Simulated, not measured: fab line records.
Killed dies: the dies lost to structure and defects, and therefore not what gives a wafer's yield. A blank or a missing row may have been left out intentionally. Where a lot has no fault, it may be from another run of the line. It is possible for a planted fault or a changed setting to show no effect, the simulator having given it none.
Split-lot experiment || flow n5Finfet || 21 wafers read from 7 lots, route of 1938 steps

== SPLIT DETAILS ==
At N5_MOL_CONTACT_COAG_ETCHBACK_136 (etches SiO2 in CHF3, target depth 25 nm, time 16.7 s), the setting targetDepthA was moved away from the recipe's 250 angstrom on 6 of the 21 wafers read, by -11.9% to +9.7%. The other wafers ran this setting at the recipe's value.

== SPLIT TO READING: what lies between them in the file, 1 step ==
- N5_MOL_CONTACT_COAG_STRIP_120: strips in CHF3

== THE READING ==
MOL_CONTACT_COAG.featureDepthNm (the simulator's own value, which no gauge read), in nm, at N5_MOL_CONTACT_COAG_VIA_ETCH_117 (etches SiO2 in C4F6/O2, target depth 40 nm, overetch 8 nm, time 26 s). The file does not state a usual value for it. The 15 wafers here that ran the recipe average 40.2 nm, standard deviation 0.37 nm.

{"wafer": "L077.3", "tool, chamber at the split": "rieDiel-04, 2", "targetDepthA as run, angstrom": 264.6, "against the recipe": "+5.8%", "MOL_CONTACT_COAG.featureDepthNm, nm": 38.8, "against lot-mates on the recipe": -1.9}
{"wafer": "L077.5", "tool, chamber at the split": "rieDiel-04, 2,1", "targetDepthA as run, angstrom": 250, "against the recipe": "recipe", "MOL_CONTACT_COAG.featureDepthNm, nm": 40.4, "against lot-mates on the recipe": "-"}
{"wafer": "L077.6", "tool, chamber at the split": "rieDiel-04, 2,1", "targetDepthA as run, angstrom": 250, "against the recipe": "recipe", "MOL_CONTACT_COAG.featureDepthNm, nm": 41, "against lot-mates on the recipe": "-"}
{"wafer": "L081.3", "tool, chamber at the split": "rieDiel-05, 2", "targetDepthA as run, angstrom": 220.3, "against the recipe": "-11.9%", "MOL_CONTACT_COAG.featureDepthNm, nm": 43, "against lot-mates on the recipe": "+2.9"}
{"wafer": "L081.4", "tool, chamber at the split": "rieDiel-05, 1", "targetDepthA as run, angstrom": 250, "against the recipe": "recipe", "MOL_CONTACT_COAG.featureDepthNm, nm": 40, "against lot-mates on the recipe": "-"}
{"wafer": "L081.5", "tool, chamber at the split": "rieDiel-05, 1", "targetDepthA as run, angstrom": 250, "against the recipe": "recipe", "MOL_CONTACT_COAG.featureDepthNm, nm": 40.2, "against lot-mates on the recipe": "-"}
{"wafer": "L084.1", "tool, chamber at the split": "rieDiel-06, 2,0", "targetDepthA as run, angstrom": 235.7, "against the recipe": "-5.7%", "MOL_CONTACT_COAG.featureDepthNm, nm": 40.6, "against lot-mates on the recipe": "+1.0"}
{"wafer": "L084.2", "tool, chamber at the split": "rieDiel-06, 3", "targetDepthA as run, angstrom": 250, "against the recipe": "recipe", "MOL_CONTACT_COAG.featureDepthNm, nm": 39.6, "against lot-mates on the recipe": "-"}
{"wafer": "L084.3", "tool, chamber at the split": "rieDiel-06, 2,0", "targetDepthA as run, angstrom": 235.7, "against the recipe": "-5.7%", "MOL_CONTACT_COAG.featureDepthNm, nm": 40.8, "against lot-mates on the recipe": "+1.2"}
{"wafer": "L085.2", "tool, chamber at the split": "rieDiel-05, 2,3,0", "targetDepthA as run, angstrom": 250, "against the recipe": "recipe", "MOL_CONTACT_COAG.featureDepthNm, nm": 39.8, "against lot-mates on the recipe": "-"}
{"wafer": "L085.3", "tool, chamber at the split": "rieDiel-05, 2,3,0", "targetDepthA as run, angstrom": 250, "against the recipe": "recipe", "MOL_CONTACT_COAG.featureDepthNm, nm": 40.4, "against lot-mates on the recipe": "-"}
{"wafer": "L085.5", "tool, chamber at the split": "rieDiel-05, 2,3,0", "targetDepthA as run, angstrom": 250, "against the recipe": "recipe", "MOL_CONTACT_COAG.featureDepthNm, nm": 40.2, "against lot-mates on the recipe": "-"}
{"wafer": "L089.1", "tool, chamber at the split": "rieDiel-05, 2", "targetDepthA as run, angstrom": 274.2, "against the recipe": "+9.7%", "MOL_CONTACT_COAG.featureDepthNm, nm": 37.6, "against lot-mates on the recipe": -2.8}
{"wafer": "L089.4", "tool, chamber at the split": "rieDiel-05, 1", "targetDepthA as run, angstrom": 250, "against the recipe": "recipe", "MOL_CONTACT_COAG.featureDepthNm, nm": 40.4, "against lot-mates on the recipe": "-"}
{"wafer": "L089.5", "tool, chamber at the split": "rieDiel-05, 2", "targetDepthA as run, angstrom": 274.2, "against the recipe": "+9.7%", "MOL_CONTACT_COAG.featureDepthNm, nm": 37.6, "against lot-mates on the recipe": -2.8}
{"wafer": "L091.1", "tool, chamber at the split": "rieDiel-05, 2,0,1", "targetDepthA as run, angstrom": 250, "against the recipe": "recipe", "MOL_CONTACT_COAG.featureDepthNm, nm": 39.8, "against lot-mates on the recipe": "-"}
{"wafer": "L091.4", "tool, chamber at the split": "rieDiel-05, 2,0,1", "targetDepthA as run, angstrom": 250, "against the recipe": "recipe", "MOL_CONTACT_COAG.featureDepthNm, nm": 39.6, "against lot-mates on the recipe": "-"}
{"wafer": "L091.6", "tool, chamber at the split": "rieDiel-05, 2,0,1", "targetDepthA as run, angstrom": 250, "against the recipe": "recipe", "MOL_CONTACT_COAG.featureDepthNm, nm": 40.4, "against lot-mates on the recipe": "-"}
{"wafer": "L094.2", "tool, chamber at the split": "rieDiel-05, 2,1,1", "targetDepthA as run, angstrom": 250, "against the recipe": "recipe", "MOL_CONTACT_COAG.featureDepthNm, nm": 40.2, "against lot-mates on the recipe": "-"}
{"wafer": "L094.4", "tool, chamber at the split": "rieDiel-05, 2,1,1", "targetDepthA as run, angstrom": 250, "against the recipe": "recipe", "MOL_CONTACT_COAG.featureDepthNm, nm": 40.4, "against lot-mates on the recipe": "-"}
{"wafer": "L094.6", "tool, chamber at the split": "rieDiel-05, 2,1,1", "targetDepthA as run, angstrom": 250, "against the recipe": "recipe", "MOL_CONTACT_COAG.featureDepthNm, nm": 40.6, "against lot-mates on the recipe": "-"}
The file does not say which wafer passed through which chamber wherever a row lists several chambers: such a row stands for several wafers.

FIT RESULTS
A straight line over all 21 wafers: MOL_CONTACT_COAG.featureDepthNm changes by -0.227 nm for each +1% of targetDepthA; r = -0.93; the points scatter about the line by 0.43 nm.
The same after taking each lot's own level away (the mean of its wafers on the recipe; 21 wafers): -0.262 nm for each +1%; r = -0.98; scatter 0.26 nm.
On that fit, the largest move of targetDepthA shifts the reading by 3.1 nm.
The lots' own levels span 39.60 to 40.70 nm, that is 3.0 times the standard deviation above.
So the slope is not independent of the lot-to-lot level: the two fits are not the same.
Check: for one of the wafers moved furthest among these (-11.9%), held out of the fit, the line's prediction against its lot-mates is +3.1 nm. Against them it came out at +2.9 nm.

== OTHER SPLITS APPLIED TO THESE WAFERS ==
These wafers also went through other splits before the reading. Each is held against what the fit with the lots' levels taken away leaves over:
{"other split on the same wafers": "N5_HKMG_FIN_COAT_06 spinRpm", "wafers away from the commonest value": 12, "r with MOL_CONTACT_COAG.featureDepthNm (lot level and that fit taken away)": -0.15}
{"other split on the same wafers": "N5_MOL_CONTACT_COAG_ETCH_105 biasW", "wafers away from the commonest value": 7, "r with MOL_CONTACT_COAG.featureDepthNm (lot level and that fit taken away)": -0.05}

== THE WHOLE CHAIN: every reading that the file lists as answering this split, in the file's order ==
{"step": "N5_MOL_CONTACT_COAG_VIA_ETCH_117", "what it does": "etches SiO2 in C4F6/O2, target depth 40 nm, overetch 8 nm, time 26 s", "reading": "etch.depthNm (the simulator's own value, which no gauge read)", "change (the file's fit)": "-0.255 nm for each +1% of the setting", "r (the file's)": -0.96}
{"step": "N5_MOL_CONTACT_COAG_VIA_ETCH_117", "what it does": "etches SiO2 in C4F6/O2, target depth 40 nm, overetch 8 nm, time 26 s", "reading": "MOL_CONTACT_COAG.featureDepthNm (the simulator's own value, which no gauge read)", "change (the file's fit)": "-0.262 nm for each +1% of the setting", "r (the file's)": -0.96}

== FILE'S OWN FIT ==
MOL_CONTACT_COAG.featureDepthNm changes by -0.262 nm for each +1% of targetDepthA, r = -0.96.
